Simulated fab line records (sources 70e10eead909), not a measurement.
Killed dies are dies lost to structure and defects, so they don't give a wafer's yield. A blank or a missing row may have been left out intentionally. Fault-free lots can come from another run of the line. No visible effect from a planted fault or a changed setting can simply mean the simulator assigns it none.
Chamber matching	flow nandHarc	NHARC_A_BLC_ALD_23 on aldMetal-04: 4 sister chambers
The step deposits TiN, target thk 3 nm, pulse time 1 s, ald cycles 150. 8 wafers are shown with their chamber, then 9 later ones without.

== WAFERS PAIRED WITH THEIR CHAMBERS ==
wafer	chamber	heaterPowerW (W)	precursorPulseHeightRel
L078.5	3	1053	0.997
L078.6	2	1249	1.003
L080.4	2	1254	1.001
L080.5	1	1022	0.995
L080.6	0	886	0.964
L085.3	3	1047	1.010
L085.5	0	879	0.997
L085.6	1	1036	0.971

== WAFERS MISSING THEIR CHAMBER ==
wafer	heaterPowerW (W)	precursorPulseHeightRel
L088.2	1199	0.999
L088.5	1198	0.980
L088.6	939	0.987
L092.1	970	0.969
L092.2	1174	0.972
L092.3	885	1.004
L097.3	971	1.020
L097.4	1195	0.977
L097.5	1181	0.975

== CHAMBER TAKEN BY EACH ==
wafer	from the rows above	in truth
L088.2	2	2
L088.5	2	2
L088.6	0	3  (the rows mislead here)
L092.1	1	1
L092.2	2	2
L092.3	0	0
L097.3	1	1
L097.4	2	2
L097.5	2	2
Correct placement for 8 of the 9. Can't be placed from these rows: 0. Wrongly placed: 1.
How it was worked out, from the rows above alone: a wafer's distance from a chamber is the root of the sum, over the readings, of the square of ((its reading less the chamber's mean) divided by the reading's scatter). The wafer belongs to the nearest chamber; if the next one is less than 2 further off, it can't be placed. Each chamber's mean is taken over the wafers shown for it. The scatter is the square root of a quotient: the sum, over the shown wafers, of each reading's squared deviation from its chamber's mean, divided by wafers minus chambers.
